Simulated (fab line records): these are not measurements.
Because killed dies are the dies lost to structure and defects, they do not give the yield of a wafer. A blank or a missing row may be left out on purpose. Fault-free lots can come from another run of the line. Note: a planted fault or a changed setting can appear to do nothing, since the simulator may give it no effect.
Matching of chambers / flow nand harc / NHARC_P_M1_DEP_33 on pecvd-01: 3 sister chambers
The step deposits SiCN, target thk 30 nm. 6 wafers are shown with their chamber, then 8 later ones without.

== EACH WAFER AND ITS CHAMBER ==
wafer=L144.3; chamber=1; showerhead vpp V (V)=1258; heater power w (W)=665
wafer=L144.6; chamber=2; showerhead vpp V (V)=1333; heater power w (W)=619
wafer=L146.2; chamber=2; showerhead vpp V (V)=1318; heater power w (W)=579
wafer=L146.4; chamber=0; showerhead vpp V (V)=1266; heater power w (W)=545
wafer=L146.5; chamber=1; showerhead vpp V (V)=1258; heater power w (W)=656
wafer=L154.1; chamber=0; showerhead vpp V (V)=1253; heater power w (W)=648

== WAFERS WHOSE CHAMBER IS MISSING ==
wafer=L154.2; showerhead vpp V (V)=1314; heater power w (W)=660
wafer=L154.3; showerhead vpp V (V)=1288; heater power w (W)=685
wafer=L155.1; showerhead vpp V (V)=1257; heater power w (W)=658
wafer=L155.2; showerhead vpp V (V)=1335; heater power w (W)=651
wafer=L155.6; showerhead vpp V (V)=1275; heater power w (W)=654
wafer=L156.1; showerhead vpp V (V)=1250; heater power w (W)=675
wafer=L156.3; showerhead vpp V (V)=1293; heater power w (W)=627
wafer=L156.5; showerhead vpp V (V)=1318; heater power w (W)=580

== CHAMBER TAKEN BY EACH ==
wafer=L154.2; from the rows above=2; in truth=2
wafer=L154.3; from the rows above=can't be placed: 1 or 0 or 2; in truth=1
wafer=L155.1; from the rows above=can't be placed: 1 or 0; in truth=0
wafer=L155.2; from the rows above=2; in truth=2
wafer=L155.6; from the rows above=can't be placed: 1 or 0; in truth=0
wafer=L156.1; from the rows above=can't be placed: 1 or 0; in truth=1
wafer=L156.3; from the rows above=can't be placed: 2 or 0 or 1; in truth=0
wafer=L156.5; from the rows above=2; in truth=2
Placed correctly: 3 of 8. From these rows, 5 cannot be placed; in 5 the true chamber is one of the candidates. Number placed wrongly: 0.
How it was worked out, from the rows above alone: a wafer's distance from a chamber is the root of the sum, over the readings, of the square of ((its reading less the chamber's mean) divided by the reading's scatter). The wafer belongs to the nearest chamber; if the next one is less than 2 further off, it can't be placed. A chamber's mean is the mean of its shown wafers. How the scatter is found: for the shown wafers, subtract from each reading the mean of its chamber, square and add these, divide the total by (wafers less chambers), then take the root.
